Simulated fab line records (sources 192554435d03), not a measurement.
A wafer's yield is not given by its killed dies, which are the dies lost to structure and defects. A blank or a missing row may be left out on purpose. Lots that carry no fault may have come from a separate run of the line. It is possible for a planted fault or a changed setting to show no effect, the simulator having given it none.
Which tool is to blame?	flow n5 finfet	12 lots, 34 wafers sampled, at 5 steps of a route of 1938

== WHAT THE GAUGES SHOWED, per wafer ==
Not one reading of a measure or inspect step in the record can be checked against a usual standard deviation.

== TOOL THAT RAN EACH LOT (tool first, then ch and the chambers of the sampled wafers, then the start) ==
lot	N5_BEOL_M10_CVD_75	N5_MIM_TOP_DEGAS_04	N5_PASSIVATION_PECVD_55	N5_PASSIVATION_PASS_ETCH_47	N5_PASSIVATION_PROBE_49
L432	cvd co-02 ch 0,1,2, day 11 17:44	pvd sputter-02, day 13 05:35	pecvd-04 ch 0,1, day 13 08:21	rie diel-05 ch 1,2,3, day 13 15:02	-
L434	cvd co-01 ch 0,1,2, day 11 22:08	pvd sputter-03, day 13 17:16	pecvd-04 ch 1,2, day 13 19:47	rie diel-06 ch 0,2,3, day 14 02:23	-
L433	cvd co-01 ch 1,2, day 11 22:53	pvd sputter-03, day 13 13:17	pecvd-04 ch 0,1, day 13 16:10	rie diel-02 ch 0,3, day 13 21:13	-
L437	cvd co-01 ch 0,1, day 13 04:39	pvd sputter-03, day 14 13:29	pecvd-04 ch 1,2, day 14 16:13	rie diel-06 ch 1,3, day 14 21:31	-
L442	cvd co-02 ch 0,2, day 13 22:55	pvd sputter-03, day 15 07:02	pecvd-04 ch 0,1, day 15 09:55	rie diel-02 ch 0,2,3, day 15 14:17	-
L445	cvd co-02 ch 0,1, day 14 06:53	pvd sputter-02, day 15 18:37	pecvd-01 ch 0,1, day 15 21:07	rie diel-05 ch 0,2, day 16 02:54	-
L443	cvd co-01 ch 1, day 14 17:59	pvd sputter-02, day 16 07:19	pecvd-04 ch 1, day 16 10:13	rie diel-05 ch 1,2, day 16 16:20	-
L444	cvd co-02 ch 0,2, day 14 23:15	pvd sputter-02, day 16 13:01	pecvd-04 ch 0,1,2, day 16 15:35	rie diel-02 ch 1,2, day 16 22:08	-
L448	cvd co-02 ch 1,2, day 15 21:04	pvd sputter-03, day 17 18:12	pecvd-04 ch 0,2, day 17 20:52	rie diel-02 ch 0,1, day 18 03:28	-
L451	cvd co-01 ch 0,1,2, day 16 19:31	pvd sputter-03, day 18 07:49	pecvd-02 ch 0,2, day 18 10:41	rie diel-05 ch 0,3, day 18 17:46	prober-02, day 18 20:47
L452	cvd co-01 ch 0,1,2, day 17 03:17	pvd sputter-01, day 18 20:32	pecvd-04 ch 0,1, day 18 23:06	rie diel-02 ch 0,2,3, day 19 04:13	prober-02, day 19 07:15
L455	cvd co-02 ch 1,2, day 17 20:28	pvd sputter-01, day 19 05:05	pecvd-01 ch 1,2, day 19 07:26	rie diel-02 ch 2,3, day 19 12:45	-
- N5_BEOL_M10_CVD_75: deposits Co from CCTBA/H2, target thk 2 nm, time 138.9 s.
- N5_MIM_TOP_DEGAS_04: time 60 s.
- N5_PASSIVATION_PECVD_55: deposits SiO2 from SiH4/N2O, target thk 400 nm, time 22.5 s.
- N5_PASSIVATION_PASS_ETCH_47: etches SiNx in CF4/O2, target depth 770 nm, time 385 s.
- N5_PASSIVATION_PROBE_49

== WHAT THE TOOLS THEMSELVES READ (means of the sampled wafers that have a number; where no wafer has one, the mark that the record gives instead) ==
N5_MIM_TOP_DEGAS_04. Usual: heater power w reads 476 W (standard deviation 52).
lot	tool	heater power w (W)	flag
L432	pvd sputter-02	482	
L434	pvd sputter-03	469	
L433	pvd sputter-03	429	
L437	pvd sputter-03	468	
L442	pvd sputter-03	443	
L445	pvd sputter-02	498	
L443	pvd sputter-02	442	
L444	pvd sputter-02	523	
L448	pvd sputter-03	453	
L451	pvd sputter-03	461	
L452	pvd sputter-01	491	
L455	pvd sputter-01	464	

N5_PASSIVATION_PECVD_55. Usual: heater power w 648 W, standard deviation 69; showerhead plenum p Torr 8.18 Torr, standard deviation 0.13; throttle valve pct 53.0 %, standard deviation 2.4.
lot	tool	heater power w (W)	showerhead plenum p Torr (Torr)	throttle valve pct (%)	flag
L432	pecvd-04	535	8.31	54.8	
L434	pecvd-04	634	8.12	50.8	
L433	pecvd-04	546	8.30	54.8	
L437	pecvd-04	699	8.11	50.9	
L442	pecvd-04	534	8.30	54.9	
L445	pecvd-01	716	8.25	54.3	
L443	pecvd-04	544	8.29	53.2	
L444	pecvd-04	633	8.20	53.0	
L448	pecvd-04	634	8.13	52.1	
L451	pecvd-02	645	8.14	52.1	
L452	pecvd-04	570	8.30	54.8	
L455	pecvd-01	633	8.09	52.9	

N5_PASSIVATION_PASS_ETCH_47. Usual: for chamber pressure mTorr, 40.00 mTorr with a standard deviation of 0.036; for drypump motor current A, 5.7 A with a standard deviation of 0.43; for oes_f_703_au, 0.80 a.u. with a standard deviation of 0.077; for oes product au, 0.80 a.u. with a standard deviation of 0.084; for rf vpp V, 239 V with a standard deviation of 4; for showerhead plenum p Torr, 2.20 Torr with a standard deviation of 0.042; for throttle valve pct, 15.86 % with a standard deviation of 0.2.
lot	tool	chamber pressure mTorr (mTorr)	drypump motor current A (A)	oes_f_703_au (a.u.)	oes product au (a.u.)	rf vpp V (V)	showerhead plenum p Torr (Torr)	throttle valve pct (%)	flag
L432	rie diel-05	40.00	5.4	0.84	0.83	239	2.19	15.81	
L434	rie diel-06	40.01	6.0	0.73	0.74	242	2.19	16.00	
L433	rie diel-02	40.05	5.5	0.88	0.88	239	2.27	15.82	
L437	rie diel-06	40.01	5.8	0.74	0.73	235	2.19	15.94	
L442	rie diel-02	40.02	5.8	0.82	0.81	238	2.26	15.87	
L445	rie diel-05	39.99	5.8	0.77	0.79	241	2.17	15.88	
L443	rie diel-05	40.02	5.5	0.78	0.78	240	2.17	15.91	
L444	rie diel-02	39.99	5.5	0.80	0.81	235	2.19	15.81	
L448	rie diel-02	39.98	5.1	0.85	0.86	236	2.18	15.68	
L451	rie diel-05	39.99	5.9	0.90	0.91	239	2.17	15.74	
L452	rie diel-02	40.00	5.8	0.79	0.78	238	2.25	15.93	
L455	rie diel-02	39.98	6.0	0.76	0.76	237	2.23	15.96	

N5_PASSIVATION_PROBE_49. Usual: defect limited yield 91.6 %, standard deviation 1.4; killed_at_M0_to_M3 33, standard deviation 10; killed_at_M4_up 13, standard deviation 5.3; killed at contacts 13, standard deviation 5.9; killed at front end 36, standard deviation 12; killed at other 4, standard deviation 3.1; killed dies 99, standard deviation 16; killed open 65, standard deviation 13; killed short 32, standard deviation 7.3; sort_bin_5_function 4.9 %, standard deviation 0.9; sort_bin_6_memory 3.1 %, standard deviation 0.66; sort_bin_8_speed 0.0 %, standard deviation 0.42; sort n pass 1081, standard deviation 17; sort yield pct 91.6 %, standard deviation 1.4.
lot	tool	defect limited yield (%)	killed_at_M0_to_M3	killed_at_M4_up	killed at contacts	killed at front end	killed at other	killed dies	killed open	killed short	sort_bin_5_function (%)	sort_bin_6_memory (%)	sort_bin_8_speed (%)	sort n pass	sort yield pct (%)	flag
L451	prober-02	87.6	28	60	11	43	5	147	62	39	7.3	3.5	0.0	1033	87.6	OFF
L452	prober-02	86.7	47	55	9	43	3	157	69	40	8.5	3.6	0.0	1023	86.7	OFF

== THE ANSWER, worked out from the rows above alone ==
Rule: take the mean of a lot's wafers that have a number; if it is more than 3 standard deviations from the usual mean, the lot is off. Also off: a lot with no number at a reading for which 4 or more lots have one. All remaining lots with rows at the step are treated as sound. First the gauges in route order, then the tools' own readings, where a lot's mean is used as printed above. At the first step where some lot is off, the reading lying furthest off is the one used; lots without a number count as furthest.
Off: L451, L452 (N5_PASSIVATION_PROBE_49, killed_at_M4_up). Neither off nor sound, because the step has no rows for them: L432, L434, L433, L437, L442, L445, L443, L444, L448, L455.
If a tool, at that step or one of the process steps before it, ran each lot that is off and ran no sound lot following the first of them, it fits. Can't be told from this: 2 tools fit, cvd co-01 at N5_BEOL_M10_CVD_75, prober-02 at N5_PASSIVATION_PROBE_49.

== WHAT THE SIMULATOR HAD INSERTED ==
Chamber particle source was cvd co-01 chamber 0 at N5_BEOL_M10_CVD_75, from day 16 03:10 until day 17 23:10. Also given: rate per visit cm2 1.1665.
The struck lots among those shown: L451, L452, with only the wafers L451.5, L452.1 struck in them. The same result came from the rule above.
